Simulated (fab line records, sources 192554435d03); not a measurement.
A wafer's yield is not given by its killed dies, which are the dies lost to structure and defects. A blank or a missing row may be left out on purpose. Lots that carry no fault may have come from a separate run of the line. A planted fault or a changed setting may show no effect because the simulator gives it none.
Split-lot trial ; flow n5 finfet ; 21 wafers read from 7 lots, route of 1938 steps

ABOUT THE SPLIT
At N5_FIN_SAQP_ALD_61 (deposits SiO2, target thk 4 nm, pulse time 1 s, purge time 2 s), the setting temp c was moved away from the recipe's 300 C on 10 of the 21 wafers read, by +1.4% to +4.2%. This setting was run at the recipe's value on the other wafers.

The split's own step is where the reading is taken.

THE READING
SiO2_of_FIN_SAQP_ALD_61.thk nm (the simulator's own value, which no gauge read), in nm, at N5_FIN_SAQP_ALD_61 (deposits SiO2, target thk 4 nm, pulse time 1 s, purge time 2 s). The file gives no usual value for it. Average 4.004 nm, standard deviation 0.014 nm, over the 11 wafers here run with the recipe.

wafer;tool, chamber at the split;temp c as run, C;against the recipe;SiO2_of_FIN_SAQP_ALD_61.thk nm, nm;against lot-mates on the recipe
L075.3;ald sin-04, 3;300;recipe;4.027;-
L075.4;ald sin-04, 1;300;recipe;4.013;-
L075.6;ald sin-04, 1;305.3;+1.8%;3.992;-0.028
L081.2;ald sin-04, 0;310.7;+3.6%;3.939;-0.070
L081.3;ald sin-04, 3;300;recipe;4.009;-
L081.4;ald sin-04, 1;310.7;+3.6%;3.934;-0.075
L083.2;ald sin-02, 0;304.1;+1.4%;4.006;-0.011
L083.3;ald sin-02, 3;300;recipe;4.017;-
L083.5;ald sin-02, 3;304.1;+1.4%;3.977;-0.040
L087.1;ald sin-03, 1;300;recipe;4.005;-
L087.2;ald sin-03, 3,1;300;recipe;3.983;-
L087.5;ald sin-03, 3,1;300;recipe;3.983;-
L089.2;ald sin-03, 3;309;+3.0%;3.94;-0.077
L089.3;ald sin-03, 0;309;+3.0%;3.969;-0.048
L089.4;ald sin-03, 1;300;recipe;4.017;-
L091.3;ald sin-02, 0;300;recipe;4.005;-
L091.5;ald sin-02, 1;307;+2.3%;3.936;-0.069
L091.6;ald sin-02, 2;307;+2.3%;3.949;-0.056
L097.3;ald sin-04, 2;312.6;+4.2%;3.923;-0.072
L097.4;ald sin-04, 1;300;recipe;3.993;-
L097.5;ald sin-04, 3;300;recipe;3.997;-
When a row names more than one chamber, that row covers several wafers, and the file does not tell which wafer ran in which chamber.

THE FIT
A straight line over all 21 wafers: SiO2_of_FIN_SAQP_ALD_61.thk nm changes by -0.0191 nm for each +1% of temp c; r = -0.89; the points scatter about the line by 0.015 nm.
The same after taking each lot's own level away (the mean of its wafers on the recipe; 21 wafers): -0.0202 nm for each +1%; r = -0.95; scatter 0.01 nm.
On that fit, the largest move of temp c shifts the reading by 0.085 nm.
The lots' own levels span 3.9903 to 4.0200 nm, that is 2.2 times the standard deviation above.
Consequently the slope shifts little with the lot-to-lot level, the two slopes agreeing.
Check: with one of the wafers moved furthest among these (+4.2%) left out of the fit, the line predicts -0.0895 nm for it against its lot-mates. Against them it came out at -0.072 nm.

OTHER SPLITS ON THESE WAFERS
Note: prior to the reading, these wafers also went through further splits. Each is held against what the fit with the lots' levels taken away leaves over:
other split on the same wafers;wafers away from the commonest value;r with SiO2_of_FIN_SAQP_ALD_61.thk nm (lot level and that fit taken away)
N5_WELL_APT_PEB_06 peb time s;11;-0.15
N5_WELL_APT_DEVELOP_07 develop time s;5;-0.26
N5_WELL_APT_EXPOSE_22 dose mj;7;+0.08
N5_WELL_APT_PEB_23 peb time s;2;-0.03

THE FILE'S OWN FIT
SiO2_of_FIN_SAQP_ALD_61.thk nm changes by -0.0197 nm for each +1% of temp c, r = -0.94.
